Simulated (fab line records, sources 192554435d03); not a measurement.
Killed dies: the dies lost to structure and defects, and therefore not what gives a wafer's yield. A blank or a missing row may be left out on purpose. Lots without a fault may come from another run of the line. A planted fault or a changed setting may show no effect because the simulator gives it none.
fab line records | flow n5_finfet
record lots=7 | wafers=21
route steps=1938 shown BEOL_M8@1371 BEOL_M9@1417 BEOL_M10@1513 BEOL_M11@1565 BEOL_M12@1609 BEOL_M13@1662 BEOL_M14@1716
start_h: start of the lot's first displayed wafer, in hours after the record's first day | wait_h: hours elapsed since this lot's preceding step | " repeats the value in the row above | L1.1+2: several wafers, shown together as one row | - either no value or no given start | * or withheld: withheld | < > ~ a bound
route shown NAME@n: a module of which the file shows steps, and the number in the route of the first | usual: the fault-free wafers' mean and standard deviation | same: alike in all rows | chamber/n: place in a boat | sites: the reading at each site | _std_site: standard deviation of those values | _edge_site: mean of outer sites minus mean of inner sites | radius_mm: how far each site lies from the wafer's centre | mask NAME#n: copy n | behind: tool/chamber where the wafer was last shaped | hold: cause of the lot's hold/its duration in hours/its outcome | device: whichever transistor did not switch (one of n, p or np) | end of line: tests of these same wafers at the route's end | a step without rows: its recipe alone | killed: not the wafer's yield, but the dies lost to structure and defects at the first sort | map: dies across one wafer; x = killed, . = not, _ = none there
set.NAME: setting as actually run; set.NAME@STEP: the setting as run at that earlier step | model.NAME: the simulator's own value behind a step, which no gauge read
one table per step and one row per wafer, for lots whose settings were changed on purpose
## steps
# step N5_BEOL_M8_ETCH_66
# recipe chemistry=N2/H2 | target=SOC | target_depth_a=800 | overetch_a=160 | mask_material=SiARC | temp_c=40 | time_s=120 | ion_energy_ev=200 | pressure_mtorr=30 | source_w=840 | bias_w=150 | n2_flow_sccm=200 | h2_flow_sccm=200
# usual rf_vpp_V=523.5/2.6
lot.wafer | tool        | chamber | start_h | wait_h | set.source_w | rf_vpp_V
L076.2    | rie_diel-06 | 0       | 234.16  | 0.0    | 840          | 528.0
L076.4    | "           | 3       | "       | "      | 840          | 521.4
L076.5    | "           | 0       | "       | "      | 840          | 527.8
L078.2    | rie_diel-06 | 2       | 236.51  | 0.0    | 840          | 521.7
L078.3    | "           | 3       | "       | "      | 840          | 522.3
L078.4    | "           | 0       | "       | "      | 840          | 528.0
L079.4    | rie_diel-04 | 3       | 244.41  | 0.0    | 840          | 525.7
L079.5    | "           | 2       | "       | "      | 840          | 524.1
L079.6    | "           | 3       | "       | "      | 840          | 523.3
L081.1    | rie_diel-04 | 1       | 248.38  | 0.0    | 964.5        | 502.4
L081.2    | "           | 3       | "       | "      | 840          | 524.6
L081.6    | "           | 1       | "       | "      | 840          | 525.8
L083.3    | rie_diel-05 | 0       | 261.12  | 0.0    | 840          | 523.6
L083.4    | "           | 0       | "       | "      | 840          | 523.8
L083.5    | "           | 2       | "       | "      | 787.2        | 534.3
L084.2    | rie_diel-05 | 2       | 267.21  | 0.0    | 840          | 521.2
L084.3    | "           | 3       | "       | "      | 840          | 522.3
L084.6    | "           | 2       | "       | "      | 840          | 522.1
L096.2    | rie_diel-06 | 0       | 338.06  | 0.0    | 840          | 526.8
L096.4    | "           | 1       | "       | "      | 840          | 519.9
L096.5    | "           | 0       | "       | "      | 840          | 526.8
# step N5_BEOL_M9_DESCUM_16
# recipe chemistry=O2 | time_s=7.9 | source_power_w=50 | bias_power_w=20 | pressure_mtorr=20 | rf_frequency_hz=2.712e+07 | temp_c=40 | resist=CAR-ArF | o2_flow_sccm=225
lot.wafer  | tool        | chamber | start_h | wait_h | set.time_s
L076.2+4+5 | rie_diel-01 | 3,1,2   | 241.71  | 0.0    | 7.9
L078.2+3   | rie_diel-02 | 0,3     | 242.26  | 0.0    | 6.621
L078.4     | "           | 1       | "       | "      | 7.9
L079.4     | rie_diel-02 | 2       | 249.56  | 0.1    | 9.063
L079.5+6   | "           | 1,2     | "       | "      | 7.9
L081.1+2   | rie_diel-03 | 2,1     | 253.10  | 0.2    | 7.9
L081.6     | "           | 3       | "       | "      | 8.504
L083.3     | rie_diel-03 | 3       | 268.29  | 0.0    | 6.57
L083.4+5   | "           | 1,0     | "       | "      | 7.9
L084.2+3+6 | rie_diel-03 | 2,0,3   | 271.56  | 0.0    | 7.9
L096.2+4+5 | rie_diel-01 | 2,1,3   | 343.84  | 0.0    | 7.9
# step N5_BEOL_M9_ETCH_61
# recipe chemistry=CF4 | target=SiARC | target_depth_a=390 | mask_material=CAR-ArF | time_s=65 | ion_energy_ev=80 | pressure_mtorr=40 | source_w=545 | bias_w=36 | Ar_flow_sccm=100 | cf4_flow_sccm=100 | ends=cleared
lot.wafer | tool        | chamber | start_h | wait_h | set.time_s@BEOL_M9_DESCUM_16 | model.CAR-ArF_of_BEOL_M9_COAT_05.thk_nm
L076.2    | rie_diel-01 | 3       | 241.75  | 0.0    | 7.9                          | 55.8
L076.4    | "           | 1       | "       | "      | 7.9                          | 55.6
L076.5    | "           | 2       | "       | "      | 7.9                          | 55.2
L078.2+3  | rie_diel-02 | 0,3     | 242.29  | 0.0    | 6.621                        | 56.2
L078.4    | "           | 1       | "       | "      | 7.9                          | 55.6
L079.4    | rie_diel-02 | 2       | 249.60  | 0.0    | 9.063                        | 54.8
L079.5    | "           | 1       | "       | "      | 7.9                          | 55.6
L079.6    | "           | 2       | "       | "      | 7.9                          | 55.8
L081.1    | rie_diel-03 | 2       | 253.14  | 0.0    | 7.9                          | 55.2
L081.2    | "           | 1       | "       | "      | 7.9                          | 55.4
L081.6    | "           | 3       | "       | "      | 8.504                        | 55
L083.3    | rie_diel-03 | 3       | 268.32  | 0.0    | 6.57                         | 56.4
L083.4+5  | "           | 1,0     | "       | "      | 7.9                          | 55.6
L084.2    | rie_diel-03 | 2       | 271.60  | 0.0    | 7.9                          | 55.4
L084.3+6  | "           | 0,3     | "       | "      | 7.9                          | 55.8
L096.2+5  | rie_diel-01 | 2,3     | 343.88  | 0.0    | 7.9                          | 55.6
L096.4    | "           | 1       | "       | "      | 7.9                          | 55.4
# step N5_BEOL_M10_ETCH_41
# recipe chemistry=CH3F/O2 | target=SiCN | target_depth_a=426 | taper_deg=2 | time_s=86 | ion_energy_ev=120 | mask_material=TiN | pressure_mtorr=30 | source_w=395 | bias_w=75 | Ar_flow_sccm=150 | CH3F_flow_sccm=30 | O2_flow_sccm=20
# usual rf_vpp_V=297.1/1.6
lot.wafer | tool        | chamber | start_h | wait_h | set.source_w | rf_vpp_V
L076.2    | rie_diel-05 | 3       | -       | -      | 395          | 297.9
L076.4    | "           | 1       | "       | "      | 395          | 296.6
L076.5    | "           | 1       | "       | "      | 434.9        | 286.4
L078.2    | rie_diel-06 | 3       | -       | -      | 453.7        | 282.9
L078.3    | "           | 2       | "       | "      | 453.7        | 283.5
L078.4    | "           | 0       | "       | "      | 395          | 299.1
L079.4    | rie_diel-06 | 1       | -       | -      | 395          | 294.2
L079.5    | "           | 3       | "       | "      | 395          | 295.9
L079.6    | "           | 2       | "       | "      | 337.6        | 311.8
L081.1    | rie_diel-04 | 3       | -       | -      | 362.8        | 307.8
L081.2    | "           | 1       | "       | "      | 362.8        | 307.2
L081.6    | "           | 2       | "       | "      | 395          | 298.1
L083.3    | rie_diel-04 | 2       | -       | -      | 395          | 296.0
L083.4    | "           | 0       | "       | "      | 438.1        | 289.7
L083.5    | "           | 1       | "       | "      | 395          | 297.6
L084.2    | rie_diel-05 | 3       | -       | -      | 395          | 297.3
L084.3    | "           | 1       | "       | "      | 395          | 295.9
L084.6    | "           | 1       | "       | "      | 395          | 297.1
L096.2    | rie_diel-04 | 0       | -       | -      | 395          | 300.0
L096.4    | "           | 1       | "       | "      | 395          | 297.9
L096.5    | "           | 3       | "       | "      | 395          | 298.9
# step N5_BEOL_M11_EXPOSE_25
# recipe mask_id=V10 | na=1.35 | source_shape=annular | sigma_inner=0.5 | sigma_outer=0.8 | polarization=unpolarized | dose_mj=85.5
lot.wafer  | tool            | chamber | start_h | wait_h | mask  | set.dose_mj
L078.2     | arfi_scanner-01 | 0       | 260.68  | -      | V10#0 | 81.98
L078.3+4   | "               | 0       | "       | "      | V10#0 | 85.5
L076.2+4   | arfi_scanner-01 | 0       | 260.76  | -      | V10#0 | 80.94
L076.5     | "               | 0       | "       | "      | V10#0 | 85.5
L079.4     | arfi_scanner-02 | 0       | 267.10  | -      | V10#0 | 85.5
L079.5+6   | "               | 0       | "       | "      | V10#0 | 91.7
L081.1+6   | arfi_scanner-02 | 0       | 269.60  | -      | V10#0 | 88.91
L081.2     | "               | 0       | "       | "      | V10#0 | 85.5
L083.3+4+5 | arfi_scanner-03 | 0       | 288.38  | -      | V10#0 | 85.5
L084.2+3+6 | arfi_scanner-01 | 0       | 288.54  | -      | V10#0 | 85.5
L096.2+4+5 | arfi_scanner-02 | 0       | 358.88  | -      | V10#0 | 80.67
# step N5_BEOL_M11_PEB_26
# recipe peb_temp_c=withheld | peb_time_s=60 | resist=CAR-ArF
# step N5_BEOL_M11_DEVELOP_27
# recipe develop_time_s=30 | developer=TMAH | resist=CAR-ArF | rinse_liquid=diw | dry=air_spin | dev_temp_c=23
# step N5_BEOL_M11_CD_MEAS_28
# recipe target_cd_nm=70 | landing_energy_ev=500 | detector=se_inlens | polarity=opening
# usual cd_nm=70.0/0.89
lot.wafer | tool      | chamber | start_h | wait_h | set.dose_mj@BEOL_M11_EXPOSE_25 | cd_nm
L078.2    | cd_sem-02 | 0       | 260.80  | -      | 81.98                          | 66.0
L078.3    | "         | 0       | "       | "      | 85.5                           | 69.9
L078.4    | "         | 0       | "       | "      | 85.5                           | 69.9
L076.2    | cd_sem-01 | 0       | 260.89  | -      | 80.94                          | 66.1
L076.4    | "         | 0       | "       | "      | 80.94                          | 65.8
L076.5    | "         | 0       | "       | "      | 85.5                           | 69.5
L079.4    | cd_sem-03 | 0       | 267.21  | -      | 85.5                           | 70.4
L079.5    | "         | 0       | "       | "      | 91.7                           | 77.2
L079.6    | "         | 0       | "       | "      | 91.7                           | 77.1
L081.1    | cd_sem-02 | 0       | 269.73  | -      | 88.91                          | 73.2
L081.2    | "         | 0       | "       | "      | 85.5                           | 69.0
L081.6    | "         | 0       | "       | "      | 88.91                          | 71.9
L083.3    | cd_sem-02 | 0       | 288.50  | -      | 85.5                           | 69.7
L083.4    | "         | 0       | "       | "      | 85.5                           | 70.3
L083.5    | "         | 0       | "       | "      | 85.5                           | 69.8
L084.2    | cd_sem-03 | 0       | 288.66  | -      | 85.5                           | 72.1
L084.3    | "         | 0       | "       | "      | 85.5                           | 71.3
L084.6    | "         | 0       | "       | "      | 85.5                           | 70.6
L096.2    | cd_sem-03 | 0       | 359.01  | -      | 80.67                          | 66.3
L096.4    | "         | 0       | "       | "      | 80.67                          | 65.7
L096.5    | "         | 0       | "       | "      | 80.67                          | 65.0
# step N5_BEOL_M11_ETCH_66
# recipe chemistry=N2/H2 | target=SOC | target_depth_a=1200 | overetch_a=240 | mask_material=SiARC | temp_c=40 | time_s=180 | ion_energy_ev=200 | pressure_mtorr=30 | source_w=840 | bias_w=150 | n2_flow_sccm=200 | h2_flow_sccm=200
lot.wafer  | tool        | chamber | start_h | wait_h | set.time_s | model.SiARC_of_BEOL_M11_COAT_64.thk_nm
L078.2     | rie_diel-01 | 0       | 260.97  | 0.0    | 197.6      | 22.4
L078.3     | "           | 3       | "       | "      | 197.6      | 22.2
L078.4     | "           | 2       | "       | "      | 180        | 22.8
L076.2     | rie_diel-01 | 0       | 261.44  | 0.0    | 180        | 22.8
L076.4     | "           | 1       | "       | "      | 158        | 23.6
L076.5     | "           | 2       | "       | "      | 180        | 22.6
L079.4+5   | rie_diel-01 | 2,1     | 267.75  | 0.1    | 180        | 22.6
L079.6     | "           | 0       | "       | "      | 218.9      | 21.2
L081.1+6   | rie_diel-01 | 0       | 270.17  | 0.0    | 180        | 23
L081.2     | "           | 1       | "       | "      | 180        | 22.6
L083.3     | rie_diel-02 | 0       | 288.67  | 0.0    | 153.2      | 24
L083.4     | "           | 0       | "       | "      | 180        | 22.8
L083.5     | "           | 2       | "       | "      | 180        | 23
L084.2+3+6 | rie_diel-03 | 2,3,2   | 289.34  | 0.0    | 180        | 22.8
L096.2     | rie_diel-03 | 3       | 359.18  | 0.0    | 180        | 22.6
L096.4     | "           | 3       | "       | "      | 199.5      | 21.8
L096.5     | "           | 1       | "       | "      | 199.5      | 22
# step N5_BEOL_M12_PEB_08
# recipe peb_temp_c=130 | peb_time_s=90
lot.wafer  | tool           | chamber | start_h | wait_h | set.peb_time_s
L078.2+3+4 | litho_track-02 | 0       | 264.88  | 0.0    | 90
L076.2+4   | litho_track-02 | 0       | 265.56  | 0.0    | 104.8
L076.5     | "              | 0       | "       | "      | 90
L079.4+6   | litho_track-04 | 0       | 271.50  | 0.0    | 70.41
L079.5     | "              | 0       | "       | "      | 90
L081.1+2+6 | litho_track-02 | 0       | 275.12  | 0.1    | 75.16
L083.3     | litho_track-02 | 0       | 292.63  | 0.0    | 96.04
L083.4+5   | "              | 0       | "       | "      | 90
L084.2+3+6 | litho_track-04 | 0       | 293.17  | 0.0    | 90
L096.2+4+5 | litho_track-02 | 0       | 363.45  | 0.0    | 90
# step N5_BEOL_M12_DEVELOP_09
# recipe develop_time_s=45 | rinse_liquid=diw | dry=air_spin | dev_temp_c=21
# step N5_BEOL_M12_HARDBAKE_14
# recipe temp_c=130 | time_s=120
# step N5_BEOL_M12_CD_MEAS_10
# recipe target_cd_nm=140 | landing_energy_ev=500 | detector=se_inlens | polarity=opening
# usual cd_nm=140.1/1.3
lot.wafer | tool      | chamber | start_h | wait_h | set.peb_time_s@BEOL_M12_PEB_08 | cd_nm
L078.2    | cd_sem-02 | 0       | 265.00  | -      | 90                             | 139.6
L078.3    | "         | 0       | "       | "      | 90                             | 140.8
L078.4    | "         | 0       | "       | "      | 90                             | 139.9
L076.2    | cd_sem-03 | 0       | 265.67  | -      | 104.8                          | 145.0
L076.4    | "         | 0       | "       | "      | 104.8                          | 143.1
L076.5    | "         | 0       | "       | "      | 90                             | 141.3
L079.4    | cd_sem-01 | 0       | 271.61  | -      | 70.41                          | 133.4
L079.5    | "         | 0       | "       | "      | 90                             | 142.4
L079.6    | "         | 0       | "       | "      | 70.41                          | 134.0
L081.1    | cd_sem-01 | 0       | 275.24  | -      | 75.16                          | 132.5
L081.2    | "         | 0       | "       | "      | 75.16                          | 131.3
L081.6    | "         | 0       | "       | "      | 75.16                          | 133.9
L083.3    | cd_sem-01 | 0       | 292.75  | -      | 96.04                          | 144.4
L083.4    | "         | 0       | "       | "      | 90                             | 142.1
L083.5    | "         | 0       | "       | "      | 90                             | 142.0
L084.2    | cd_sem-03 | 0       | 293.29  | -      | 90                             | 140.8
L084.3    | "         | 0       | "       | "      | 90                             | 141.9
L084.6    | "         | 0       | "       | "      | 90                             | 142.3
L096.2    | cd_sem-01 | 0       | 363.57  | -      | 90                             | 139.0
L096.4    | "         | 0       | "       | "      | 90                             | 138.5
L096.5    | "         | 0       | "       | "      | 90                             | 138.7
# step N5_BEOL_M12_DEP_53
# recipe material=SiCN | target_thk_a=300 | temp_c=withheld | precursor=3MS/NH3 | pressure_torr=3 | rf_w=675 | time_s=10.5
lot.wafer | tool     | chamber | start_h | wait_h | set.time_s | model.SiCN_of_BEOL_M12_DEP_53.thk_nm
L078.2    | pecvd-04 | 0       | 270.09  | 0.0    | 10.5       | 30
L078.3    | "        | 1       | "       | "      | 9.777      | 27.8
L078.4    | "        | 0       | "       | "      | 9.777      | 28.6
L076.2    | pecvd-01 | 0       | 272.02  | 0.0    | 10.5       | 29.6
L076.4    | "        | 0       | "       | "      | 10.5       | 29.8
L076.5    | "        | 2       | "       | "      | 10.5       | 30.2
L079.4    | pecvd-03 | 2       | 277.07  | 0.0    | 11.08      | 32
L079.5    | "        | 0       | "       | "      | 10.5       | 30.6
L079.6    | "        | 1       | "       | "      | 10.5       | 30.4
L081.1    | pecvd-04 | 2       | 281.42  | 0.0    | 10.5       | 29.6
L081.2    | "        | 0       | "       | "      | 10.5       | 29.8
L081.6    | "        | 2       | "       | "      | 10.5       | 30.6
L083.3    | pecvd-04 | 0       | 297.39  | 0.0    | 11.17      | 31.8
L083.4    | "        | 2       | "       | "      | 11.17      | 32.4
L083.5    | "        | 1       | "       | "      | 10.5       | 29.8
L084.2+3  | pecvd-01 | 2,0     | 299.80  | 0.0    | 10.5       | 29.6
L084.6    | "        | 1       | "       | "      | 10.5       | 30.2
L096.2+4  | pecvd-03 | 1,0     | 367.00  | 0.0    | 9.697      | 27.6
L096.5    | "        | 2       | "       | "      | 10.5       | 30.4
# step N5_BEOL_M13_COAT_04
# recipe spin_rpm=1625 | resist_thk_nm=400
lot.wafer  | tool           | chamber | start_h | wait_h | set.spin_rpm | model.coat_of_BEOL_M13_COAT_04.thk_nm
L078.2     | litho_track-05 | 0       | -       | -      | 1453         | 421.8
L078.3     | "              | 0       | "       | "      | 1625         | 398.6
L078.4     | "              | 0       | "       | "      | 1625         | 399.6
L076.2     | litho_track-02 | 0       | -       | -      | 1625         | 399.2
L076.4     | "              | 0       | "       | "      | 1625         | 399.4
L076.5     | "              | 0       | "       | "      | 1625         | 398.8
L079.4     | litho_track-01 | 0       | -       | -      | 1625         | 399.2
L079.5     | "              | 0       | "       | "      | 1625         | 401.4
L079.6     | "              | 0       | "       | "      | 1625         | 399.4
L081.1+2+6 | litho_track-01 | 0       | -       | -      | 1625         | 399.4
L083.3     | litho_track-01 | 0       | -       | -      | 1625         | 402.8
L083.4     | "              | 0       | "       | "      | 1625         | 401.6
L083.5     | "              | 0       | "       | "      | 1754         | 387.2
L084.2+6   | litho_track-01 | 0       | -       | -      | 1625         | 400.6
L084.3     | "              | 0       | "       | "      | 1625         | 401.8
L096.2     | litho_track-01 | 0       | -       | -      | 1625         | 400.6
L096.4     | "              | 0       | "       | "      | 1625         | 400
L096.5     | "              | 0       | "       | "      | 1625         | 400.2
# step N5_BEOL_M13_EBR_06
# recipe solvent=PGMEA | ebr_width_mm=1.5
# step N5_BEOL_M13_SOFTBAKE_05
# recipe temp_c=130 | time_s=60
# step N5_BEOL_M13_EXPOSE_07
# recipe mask_id=V12 | na=0.93 | source_shape=conventional | sigma_outer=0.6 | polarization=unpolarized | attpsm_phase_deg=180 | dose_mj=24.8
# step N5_BEOL_M13_PEB_08
# recipe peb_temp_c=130 | peb_time_s=90
# step N5_BEOL_M13_DEVELOP_09
# recipe develop_time_s=45 | rinse_liquid=diw | dry=air_spin | dev_temp_c=21
lot.wafer  | tool           | chamber | start_h | wait_h | set.spin_rpm@BEOL_M13_COAT_04 | model.coat_of_BEOL_M13_COAT_04.thk_nm
L078.2     | litho_track-05 | 0       | -       | -      | 1453                          | 407.6
L078.3     | "              | 0       | "       | "      | 1625                          | 384.4
L078.4     | "              | 0       | "       | "      | 1625                          | 385.2
L076.2     | litho_track-05 | 0       | -       | -      | 1625                          | 385
L076.4     | "              | 0       | "       | "      | 1625                          | 385.2
L076.5     | "              | 0       | "       | "      | 1625                          | 384.6
L079.4     | litho_track-02 | 0       | -       | -      | 1625                          | 385
L079.5     | "              | 0       | "       | "      | 1625                          | 387.2
L079.6     | "              | 0       | "       | "      | 1625                          | 385.2
L081.1+2+6 | litho_track-05 | 0       | -       | -      | 1625                          | 385.2
L083.3     | litho_track-05 | 0       | -       | -      | 1625                          | 388.6
L083.4     | "              | 0       | "       | "      | 1625                          | 387.4
L083.5     | "              | 0       | "       | "      | 1754                          | 373
L084.2+6   | litho_track-01 | 0       | -       | -      | 1625                          | 386.4
L084.3     | "              | 0       | "       | "      | 1625                          | 387.6
L096.2     | litho_track-02 | 0       | -       | -      | 1625                          | 386.4
L096.4     | "              | 0       | "       | "      | 1625                          | 385.8
L096.5     | "              | 0       | "       | "      | 1625                          | 386
# step N5_BEOL_M13_HARDBAKE_14
# recipe temp_c=130 | time_s=120
# step N5_BEOL_M13_ETCH_59
# recipe chemistry=N2/H2 | target=BARC | target_depth_a=890 | overetch_a=267 | time_s=67.9 | ion_energy_ev=200 | pressure_mtorr=30 | source_w=840 | bias_w=150 | n2_flow_sccm=200 | h2_flow_sccm=200
# step N5_BEOL_M13_VIA_ETCH_16
# recipe chemistry=C4F8/O2/Ar | target=SiOC | pressure_mtorr=30 | source_w=3000 | bias_w=700 | Ar_flow_sccm=400 | C4F8_flow_sccm=15 | O2_flow_sccm=8 | he_inner_torr=15 | he_outer_torr=30 | target_depth_a=9217 | time_s=withheld | ion_energy_ev=250 | ends=cleared
# step N5_BEOL_M13_STRIP_63
# recipe chemistry=N2/H2 | power_w=1000 | temp_c=250 | h2_frac=0.65 | overash_fraction=0.3 | pressure_mtorr=1000 | n2_flow_sccm=1750 | h2_flow_sccm=3250
# usual strip_time_to_endpoint_s=28.1/0.91
lot.wafer | tool            | chamber | start_h | wait_h | set.spin_rpm@BEOL_M13_COAT_04 | strip_time_to_endpoint_s
L078.2    | plasma_asher-01 | 1       | 271.09  | -      | 1453                          | 35.4
L078.3    | "               | 0       | "       | "      | 1625                          | 29.7
L078.4    | "               | 1       | "       | "      | 1625                          | 29.2
L076.2    | plasma_asher-02 | 1       | 273.01  | -      | 1625                          | 28.1
L076.4    | "               | 0       | "       | "      | 1625                          | 27.6
L076.5    | "               | 0       | "       | "      | 1625                          | 26.7
L079.4    | plasma_asher-02 | 1       | 278.07  | -      | 1625                          | 28.0
L079.5    | "               | 0       | "       | "      | 1625                          | 28.4
L079.6    | "               | 1       | "       | "      | 1625                          | 28.5
L081.1    | plasma_asher-01 | 0       | 282.51  | -      | 1625                          | 29.0
L081.2    | "               | 1       | "       | "      | 1625                          | 28.8
L081.6    | "               | 1       | "       | "      | 1625                          | 27.9
L083.3    | plasma_asher-02 | 0       | 298.53  | -      | 1625                          | 29.8
L083.4    | "               | 1       | "       | "      | 1625                          | 28.5
L083.5    | "               | 0       | "       | "      | 1754                          | 23.5
L084.2    | plasma_asher-02 | 0       | 300.79  | -      | 1625                          | 28.4
L084.3    | "               | 0       | "       | "      | 1625                          | 28.2
L084.6    | "               | 1       | "       | "      | 1625                          | 28.2
L096.2    | plasma_asher-01 | 0       | 368.12  | -      | 1625                          | 28.9
L096.4    | "               | 1       | "       | "      | 1625                          | 28.2
L096.5    | "               | 1       | "       | "      | 1625                          | 27.7
# step N5_BEOL_M14_ILD_DEP_00
# recipe material=SiO2 | target_thk_a=11193 | temp_c=400 | precursor=TEOS/O2 | pressure_torr=6.5 | rf_w=900 | teos_flow_sccm=161.4 | gas=O2 | flow_sccm=2650 | time_s=237.4
lot.wafer | tool     | chamber | start_h | wait_h | set.time_s | model.SiO2_of_BEOL_M14_ILD_DEP_00.thk_nm
L078.2    | pecvd-02 | 2       | 275.32  | 0.0    | 219.8      | 1029
L078.3    | "        | 0       | "       | "      | 237.4      | 1110
L078.4    | "        | 2       | "       | "      | 219.8      | 1041
L076.2    | pecvd-02 | 2       | 280.56  | 0.0    | 226        | 1065
L076.4    | "        | 2       | "       | "      | 237.4      | 1153
L076.5    | "        | 0       | "       | "      | 237.4      | 1139
L079.4    | pecvd-02 | 0       | 282.02  | 0.1    | 237.4      | 1132
L079.5    | "        | 2       | "       | "      | 237.4      | 1144
L079.6    | "        | 1       | "       | "      | 271.2      | 1293
L081.1    | pecvd-03 | 0       | 288.40  | 0.0    | 254.9      | 1211
L081.2    | "        | 2       | "       | "      | 254.9      | 1204
L081.6    | "        | 1       | "       | "      | 237.4      | 1141
L083.3    | pecvd-03 | 2       | 305.82  | 0.0    | 270.3      | 1279
L083.4    | "        | 1       | "       | "      | 237.4      | 1122
L083.5    | "        | 0       | "       | "      | 237.4      | 1130
L084.2    | pecvd-02 | 2       | 306.81  | 0.0    | 237.4      | 1116
L084.3    | "        | 0       | "       | "      | 237.4      | 1131
L084.6    | "        | 0       | "       | "      | 237.4      | 1134
L096.2    | pecvd-04 | 2       | 372.40  | 0.0    | 237.4      | 1104
L096.4    | "        | 2       | "       | "      | 252.6      | 1188
L096.5    | "        | 1       | "       | "      | 237.4      | 1126
# step N5_BEOL_M14_THK_MEAS_01
# recipe reads=SiO2_of_BEOL_M14_ILD_DEP_00
# usual M14_ILD_THK=1122/14
lot.wafer | tool          | chamber | start_h | wait_h | set.time_s@BEOL_M14_ILD_DEP_00 | M14_ILD_THK[nm]
L078.2    | film_metro-02 | -       | 275.51  | 0.1    | 219.8                          | 1029
L078.3    | "             | -       | "       | "      | 237.4                          | 1110
L078.4    | "             | -       | "       | "      | 219.8                          | 1042
L076.2    | film_metro-01 | -       | 280.75  | 0.1    | 226                            | 1065
L076.4    | "             | -       | "       | "      | 237.4                          | 1153
L076.5    | "             | -       | "       | "      | 237.4                          | 1139
L079.4    | film_metro-02 | -       | 282.13  | 0.0    | 237.4                          | 1132
L079.5    | "             | -       | "       | "      | 237.4                          | 1145
L079.6    | "             | -       | "       | "      | 271.2                          | 1294
L081.1    | film_metro-01 | -       | 288.59  | 0.1    | 254.9                          | 1210
L081.2    | "             | -       | "       | "      | 254.9                          | 1204
L081.6    | "             | -       | "       | "      | 237.4                          | 1142
L083.3    | film_metro-01 | -       | 306.01  | 0.1    | 270.3                          | 1278
L083.4    | "             | -       | "       | "      | 237.4                          | 1122
L083.5    | "             | -       | "       | "      | 237.4                          | 1130
L084.2    | film_metro-01 | -       | 307.00  | 0.1    | 237.4                          | 1116
L084.3    | "             | -       | "       | "      | 237.4                          | 1131
L084.6    | "             | -       | "       | "      | 237.4                          | 1134
L096.2    | film_metro-02 | -       | 372.59  | 0.1    | 237.4                          | 1104
L096.4    | "             | -       | "       | "      | 252.6                          | 1187
L096.5    | "             | -       | "       | "      | 237.4                          | 1127
## key
split step=N5_BEOL_M8_ETCH_66 | setting=source_w | stated=840 | by=wafer
response step=N5_BEOL_M8_ETCH_66 | reading=rf_vpp_V | change=-1.56 | per=1% | r=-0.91
split step=N5_BEOL_M9_DESCUM_16 | setting=time_s | stated=7.9 | by=wafer
response step=N5_BEOL_M9_ETCH_61 | reading=model.CAR-ArF_of_BEOL_M9_COAT_05.thk_nm | change=-0.0472 | per=1% | r=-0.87
split step=N5_BEOL_M10_ETCH_41 | setting=source_w | stated=395 | by=wafer
response step=N5_BEOL_M10_ETCH_41 | reading=rf_vpp_V | change=-1.03 | per=1% | r=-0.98
split step=N5_BEOL_M11_EXPOSE_25 | setting=dose_mj | stated=85.5 | by=wafer
response step=N5_BEOL_M11_CD_MEAS_28 | reading=cd_nm | change=+0.858 | per=1% | r=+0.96
split step=N5_BEOL_M11_ETCH_66 | setting=time_s | stated=180 | by=wafer
response step=N5_BEOL_M11_ETCH_66 | reading=model.SiARC_of_BEOL_M11_COAT_64.thk_nm | change=-0.0667 | per=1% | r=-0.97
split step=N5_BEOL_M12_PEB_08 | setting=peb_time_s | stated=90 | by=wafer
response step=N5_BEOL_M12_CD_MEAS_10 | reading=cd_nm | change=+0.318 | per=1% | r=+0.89
split step=N5_BEOL_M12_DEP_53 | setting=time_s | stated=10.5 | by=wafer
response step=N5_BEOL_M12_DEP_53 | reading=model.SiCN_of_BEOL_M12_DEP_53.thk_nm | change=+0.32 | per=1% | r=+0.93
split step=N5_BEOL_M13_COAT_04 | setting=spin_rpm | stated=1625 | by=wafer
response step=N5_BEOL_M13_COAT_04 | reading=model.coat_of_BEOL_M13_COAT_04.thk_nm | change=-2.05 | per=1% | r=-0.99
response step=N5_BEOL_M13_DEVELOP_09 | reading=model.coat_of_BEOL_M13_COAT_04.thk_nm | change=-2.06 | per=1% | r=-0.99
response step=N5_BEOL_M13_STRIP_63 | reading=strip_time_to_endpoint_s | change=* | per=1% | r=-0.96
split step=N5_BEOL_M14_ILD_DEP_00 | setting=time_s | stated=237.4 | by=wafer
response step=N5_BEOL_M14_ILD_DEP_00 | reading=model.SiO2_of_BEOL_M14_ILD_DEP_00.thk_nm | change=+11 | per=1% | r=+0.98
response step=N5_BEOL_M14_THK_MEAS_01 | reading=M14_ILD_THK | change=+10.9 | per=1% | r=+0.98
